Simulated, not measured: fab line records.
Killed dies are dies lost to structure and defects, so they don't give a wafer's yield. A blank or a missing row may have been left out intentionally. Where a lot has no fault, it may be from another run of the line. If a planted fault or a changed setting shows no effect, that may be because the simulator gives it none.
Which tool was responsible? | flow n5Finfet | 9 lots, 27 wafers sampled, at 8 steps of a route of 1938

WHAT THE GAUGES READ, wafer by wafer
N5_PMOS_HMC_CHANNEL_EPI_INSPECT_11: inspects for defects (macro).
lot  | measured    | on               | rawDefectCount
L342 | day 3 05:30 | defectInspect-01 | 6 0 5
L344 | day 3 17:31 | defectInspect-01 | 2 3 2
L351 | day 5 12:07 | defectInspect-02 | 0 4 2
L352 | day 5 17:27 | defectInspect-01 | 4 0 3
L353 | day 5 23:32 | defectInspect-02 | 3 3 1
L355 | day 6 11:19 | defectInspect-01 | 2 2 1
L356 | day 6 17:17 | defectInspect-02 | 1 3 2
L358 | day 7 06:14 | defectInspect-01 | 1 2 0
L359 | day 7 15:33 | defectInspect-01 | 3 7 1

N5_FIN_SAQP_INSPECT_18: inspects for defects (brightfield).
lot  | measured    | on               | rawDefectCount
L342 | day 3 10:07 | defectInspect-01 | 642 382 441
L344 | day 3 22:09 | defectInspect-01 | 333 449 570
L351 | day 5 16:50 | defectInspect-02 | 548 541 579
L352 | day 5 22:38 | defectInspect-01 | 394 333 455
L353 | day 6 03:43 | defectInspect-01 | 835 883 926
L355 | day 6 15:36 | defectInspect-02 | 871 827 1088
L356 | day 6 22:38 | defectInspect-01 | 835 853 876
L358 | day 7 10:40 | defectInspect-02 | 326 269 333
L359 | day 7 19:39 | defectInspect-01 | 392 409 349

N5_FIN_SAQP_INSPECT_40: inspects for defects (brightfield).
lot  | measured    | on               | rawDefectCount
L342 | day 3 15:02 | defectInspect-01 | 241 240 301
L344 | day 4 02:46 | defectInspect-02 | 207 236 374
L351 | day 5 21:05 | defectInspect-02 | 191 279 258
L352 | day 6 02:56 | defectInspect-01 | 165 225 208
L353 | day 6 07:58 | defectInspect-01 | 659 735 696
L355 | day 6 22:01 | defectInspect-02 | 682 626 609
L356 | day 7 03:05 | defectInspect-02 | 616 584 669
L358 | day 7 17:12 | defectInspect-02 | 198 157 320
L359 | day 7 23:49 | defectInspect-01 | 326 233 268

N5_FIN_CUT_INSPECT_10: inspects for defects (brightfield).
lot  | measured    | on               | rawDefectCount
L342 | day 3 15:26 | defectInspect-01 | 44 48 44
L344 | day 4 03:17 | defectInspect-01 | 46 50 45
L351 | day 5 21:28 | defectInspect-02 | 29 51 41
L352 | day 6 03:20 | defectInspect-02 | 29 46 33
L353 | day 6 08:21 | defectInspect-01 | 491 494 503
L355 | day 6 22:25 | defectInspect-02 | 490 495 464
L356 | day 7 03:35 | defectInspect-01 | 471 469 454
L358 | day 7 17:35 | defectInspect-02 | 40 30 53
L359 | day 8 00:20 | defectInspect-01 | 59 40 40

N5_FIN_CUT_INSPECT_17: inspects for defects (brightfield).
lot  | measured    | on               | rawDefectCount
L342 | day 3 17:01 | defectInspect-01 | 240 217 305
L344 | day 4 04:14 | defectInspect-02 | 227 234 390
L351 | day 5 22:26 | defectInspect-01 | 190 254 242
L352 | day 6 04:17 | defectInspect-01 | 164 237 213
L353 | day 6 09:32 | defectInspect-01 | 657 752 723
L355 | day 6 23:25 | defectInspect-01 | 664 624 616
L356 | day 7 04:32 | defectInspect-02 | 609 602 671
L358 | day 7 18:32 | defectInspect-02 | 202 177 339
L359 | day 8 01:17 | defectInspect-02 | 324 211 271

WHICH TOOL RAN EACH LOT (tool, then ch and the chambers of the sampled wafers, then the start)
lot  | N5_FIN_SAQP_HM_DEP_72          | N5_FIN_SAQP_DESCUM_21            | N5_FIN_SAQP_ETCH_57
L342 | pecvd-04 ch 0,1, day 3 09:36   | rieDiel-04 ch 1,2, day 3 10:08   | rieDiel-03 ch 0,1, day 3 12:12
L344 | pecvd-01 ch 0,1, day 3 21:46   | rieDiel-03 ch 2,3, day 3 22:14   | rieDiel-01 ch 0,1, day 4 00:37
L351 | pecvd-01 ch 0,1, day 5 16:20   | rieDiel-03 ch 0,2,3, day 5 16:53 | rieDiel-04 ch 1,3, day 5 18:59
L352 | pecvd-03 ch 1,2, day 5 22:05   | rieDiel-03 ch 0,2,3, day 5 22:40 | rieDiel-03 ch 0,1,3, day 6 00:50
L353 | pecvd-01 ch 1,2, day 6 03:12   | rieDiel-01 ch 1,2,3, day 6 03:45 | rieDiel-03 ch 0,1, day 6 05:48
L355 | pecvd-01 ch 0,1,2, day 6 15:13 | rieDiel-03 ch 1,2,3, day 6 15:44 | rieDiel-04 ch 1,2, day 6 19:50
L356 | pecvd-01 ch 0,1,2, day 6 22:07 | rieDiel-01 ch 0,1,3, day 6 22:40 | rieDiel-04 ch 0,1,2, day 7 00:43
L358 | pecvd-03 ch 0,1,2, day 7 10:10 | rieDiel-01 ch 1,2,3, day 7 10:42 | rieDiel-04 ch 1,3, day 7 14:48
L359 | pecvd-04 ch 0,1,2, day 7 19:16 | rieDiel-01 ch 1,2,3, day 7 19:41 | rieDiel-03 ch 2,3, day 7 21:44
- N5_FIN_SAQP_HM_DEP_72: deposits SiO2 from SiH4/N2O, target thk 12 nm, time 7.2 s.
- N5_FIN_SAQP_DESCUM_21: chemistry O2, time 7.9 s.
- N5_FIN_SAQP_ETCH_57: etches SiNx in CH3F/O2, target depth 32.5 nm, time 46.4 s.

AS READ BY THE TOOLS THEMSELVES (means over the sampled wafers that have a number; for cases with no such wafer, the mark the record gives instead)
N5_FIN_SAQP_HM_DEP_72.
lot  | tool     | heaterPowerW (W) | showerheadPlenumPTorr (Torr)
L342 | pecvd-04 | 784              | 8.19
L344 | pecvd-01 | 721              | 8.07
L351 | pecvd-01 | 745              | 8.08
L352 | pecvd-03 | 754              | 7.99
L353 | pecvd-01 | 705              | 8.13
L355 | pecvd-01 | 730              | 8.15
L356 | pecvd-01 | 749              | 8.13
L358 | pecvd-03 | 704              | 8.04
L359 | pecvd-04 | 761              | 8.16

N5_FIN_SAQP_DESCUM_21.
lot  | tool       | drypumpMotorCurrentA (A) | oesProductAu (a.u.) | rfVppV (V) | showerheadPlenumPTorr (Torr) | throttleValvePct (%)
L342 | rieDiel-04 | 5.4                      | 0.74                | 242.0      | 2.03                         | 20.34
L344 | rieDiel-03 | 5.2                      | 0.74                | 242.0      | 2.05                         | 20.52
L351 | rieDiel-03 | 5.2                      | 0.72                | 242.9      | 2.07                         | 20.50
L352 | rieDiel-03 | 5.2                      | 0.72                | 242.8      | 2.07                         | 20.50
L353 | rieDiel-01 | 5.6                      | 0.94                | 244.6      | 2.18                         | 20.35
L355 | rieDiel-03 | 5.5                      | 0.79                | 242.8      | 2.13                         | 20.50
L356 | rieDiel-01 | 5.7                      | 0.88                | 243.7      | 2.14                         | 20.36
L358 | rieDiel-01 | 5.6                      | 0.93                | 244.2      | 2.17                         | 20.35
L359 | rieDiel-01 | 5.6                      | 0.91                | 243.3      | 2.17                         | 20.36

N5_FIN_SAQP_ETCH_57.
lot  | tool       | O2_flow_sccm (sccm) | drypumpMotorCurrentA (A) | etchRfOnTimeS (s) | oesProductAu (a.u.) | rfVppV (V) | showerheadPlenumPTorr (Torr) | throttleValvePct (%)
L342 | rieDiel-03 | 20.01               | 5.8                      | 46.1              | 0.66                | 298        | 2.02                         | 16.26
L344 | rieDiel-01 | 19.98               | 5.3                      | 45.5              | 0.80                | 302        | 2.10                         | 16.16
L351 | rieDiel-04 | 20.04               | 5.4                      | 46.0              | 0.75                | 297        | 2.05                         | 16.15
L352 | rieDiel-03 | 19.98               | 5.6                      | 46.3              | 0.66                | 299        | 2.05                         | 16.39
L353 | rieDiel-03 | 19.97               | 6.2                      | 45.3              | 0.71                | 299        | 2.07                         | 16.25
L355 | rieDiel-04 | 20.02               | 5.8                      | 46.3              | 0.73                | 296        | 2.05                         | 16.03
L356 | rieDiel-04 | 20.00               | 5.5                      | 46.1              | 0.75                | 300        | 2.03                         | 16.05
L358 | rieDiel-04 | 19.99               | 5.4                      | 46.9              | 0.71                | 298        | 2.04                         | 16.17
L359 | rieDiel-03 | 20.06               | 5.0                      | 45.6              | 0.62                | 297        | 2.02                         | 16.60

THE ANSWER, worked out from the rows above alone
Rule: the usual values come from the lots themselves. The widest of any qualifying gaps counts: lots, ordered by their means at a reading, are off when they make up no more than a third of the lots, leave a main group of 4 or more, and stand apart from it by 3 or more times the standard deviation of that group's means. Not used: any main group whose means are identical at the precision the tables above print for the reading. A lot without any number at a reading at which 4 lots or more have one is off too. All remaining lots with rows at the step are treated as sound. After the gauges, taken in route order, come the tools' own readings; for these a lot's mean is taken, as printed above. The first step at which some lot is off is used, and at that step the reading that is off furthest; a lot without a number counts as furthest.
Off: L353, L355, L356, at N5_FIN_SAQP_INSPECT_18 (rawDefectCount). Main group: mean 430, sd 79.
If a tool, at a process step before that reading, ran all the lots that are off and no sound lot after the first of them, it fits. Those tools and the gauges at N5_FIN_SAQP_INSPECT_18 are tried in the same way. One fits: N5_FIN_SAQP_HM_DEP_72 on pecvd-01. Its last sound lot is L351 (day 5 16:20), its first lot that is off L353 (day 6 03:12): a fault that began between those two fits.

WHAT THE SIMULATOR HAD INSERTED
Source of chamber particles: pecvd-01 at N5_FIN_SAQP_HM_DEP_72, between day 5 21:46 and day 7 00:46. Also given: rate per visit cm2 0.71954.
Lots struck among those shown: L353, L355, L356. The rule given above showed the same thing.
